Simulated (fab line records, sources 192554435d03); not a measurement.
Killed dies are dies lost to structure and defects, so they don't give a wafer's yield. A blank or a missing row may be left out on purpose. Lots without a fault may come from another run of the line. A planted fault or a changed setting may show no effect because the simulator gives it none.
Split-lot experiment | flow n5_finfet | 7 lots, 21 wafers read, on a route of 1938 steps

THE SPLIT
At N5_BEOL_M12_COAT_04 (resist thk 400 nm), the setting spin_rpm was moved away from the recipe's 1625 rpm on 2 of the 21 wafers read, by -8.4% to +11.1%. The other wafers ran this setting at the recipe's value.

FROM THE SPLIT TO THE READING: what the file shows between them, 5 steps
- N5_BEOL_M12_PEB_08: peb time 90 s (also split here: peb_time_s)
- N5_BEOL_M12_DEVELOP_09: develop time 45 s
- N5_BEOL_M12_HARDBAKE_14: time 120 s
- N5_BEOL_M12_CD_MEAS_10: target cd 140 nm
- N5_BEOL_M12_DESCUM_15: chemistry O2, time 7.9 s

THE READING
coat_of_BEOL_M12_COAT_04.thk_nm (the simulator's own value, which no gauge read), in nm, at N5_BEOL_M12_ETCH_59 (etches BARC in N2/H2, target depth 89 nm, overetch 26.7 nm, time 67.9 s). The file gives no usual value for it. The 19 wafers here that ran the recipe average 316.9 nm, standard deviation 1.9 nm.

wafer  | tool, chamber at the split | spin_rpm as run, rpm | against the recipe | coat_of_BEOL_M12_COAT_04.thk_nm, nm | against lot-mates on the recipe
L075.2 | litho_track-03, 0          | 1625                 | recipe             | 317.2                               | -
L075.5 | litho_track-03, 0          | 1625                 | recipe             | 316.4                               | -
L075.6 | litho_track-03, 0          | 1625                 | recipe             | 316.2                               | -
L076.2 | litho_track-05, 0          | 1625                 | recipe             | 320.2                               | -
L076.5 | litho_track-05, 0          | 1625                 | recipe             | 321.2                               | -
L076.6 | litho_track-05, 0          | 1625                 | recipe             | 316.4                               | -
L078.1 | litho_track-05, 0          | 1625                 | recipe             | 315.8                               | -
L078.3 | litho_track-05, 0          | 1806                 | +11.1%             | 294.6                               | -21.3
L078.6 | litho_track-05, 0          | 1625                 | recipe             | 316                                 | -
L081.1 | litho_track-01, 0          | 1625                 | recipe             | 314.8                               | -
L081.4 | litho_track-01, 0          | 1625                 | recipe             | 316                                 | -
L081.6 | litho_track-01, 0          | 1625                 | recipe             | 314.6                               | -
L085.1 | litho_track-03, 0          | 1625                 | recipe             | 315.2                               | -
L085.3 | litho_track-03, 0          | 1625                 | recipe             | 317.8                               | -
L085.6 | litho_track-03, 0          | 1625                 | recipe             | 314                                 | -
L096.1 | litho_track-01, 0          | 1625                 | recipe             | 315.6                               | -
L096.3 | litho_track-01, 0          | 1488                 | -8.4%              | 340                                 | +23.6
L096.4 | litho_track-01, 0          | 1625                 | recipe             | 317.2                               | -
L097.2 | litho_track-05, 0          | 1625                 | recipe             | 320.4                               | -
L097.3 | litho_track-05, 0          | 1625                 | recipe             | 317.8                               | -
L097.6 | litho_track-05, 0          | 1625                 | recipe             | 318.4                               | -

THE FIT
A straight line over all 21 wafers: coat_of_BEOL_M12_COAT_04.thk_nm changes by -2.28 nm for each +1% of spin_rpm; r = -0.96; the points scatter about the line by 2.2 nm.
The same after taking each lot's own level away (the mean of its wafers on the recipe; 21 wafers): -2.24 nm for each +1%; r = -0.97; scatter 1.8 nm.
On that fit, the largest move of spin_rpm shifts the reading by 25 nm.
The lots' own levels span 315.13 to 319.27 nm, that is 2.1 times the standard deviation above.
So the lot-to-lot level changes the slope little: the two slopes agree.
Check: with one of the wafers moved furthest among these (+11.1%) left out of the fit, the line predicts -31.2 nm for it against its lot-mates. It came out at -21.3 nm against them.

OTHER SPLITS ON THESE WAFERS
These wafers also went through other splits before the reading. Each is held against what the fit with the lots' levels taken away leaves over:
other split on the same wafers    | wafers away from the commonest value | r with coat_of_BEOL_M12_COAT_04.thk_nm (lot level and that fit taken away)
N5_BEOL_M10_ALD_74 ald_cycles     | 6                                    | -0.20
N5_BEOL_M11_TRENCH_ETCH_37 time_s | 9                                    | +0.27
N5_BEOL_M11_DEGAS_44 temp_c       | 9                                    | +0.13
N5_BEOL_M12_PEB_08 peb_time_s     | 5                                    | +0.13

THE WHOLE CHAIN: every reading that the file lists as answering this split, in the file's order
step                | what it does                                                            | reading                                                                          | change (the file's fit)              | r (the file's)
N5_BEOL_M12_COAT_04 | resist thk 400 nm                                                       | coat_of_BEOL_M12_COAT_04.thk_nm (the simulator's own value, which no gauge read) | -1.96 nm for each +1% of the setting | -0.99
N5_BEOL_M12_ETCH_59 | etches BARC in N2/H2, target depth 89 nm, overetch 26.7 nm, time 67.9 s | coat_of_BEOL_M12_COAT_04.thk_nm (the simulator's own value, which no gauge read) | -2.24 nm for each +1% of the setting | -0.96

THE FILE'S OWN FIT
coat_of_BEOL_M12_COAT_04.thk_nm changes by -2.24 nm for each +1% of spin_rpm, r = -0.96.
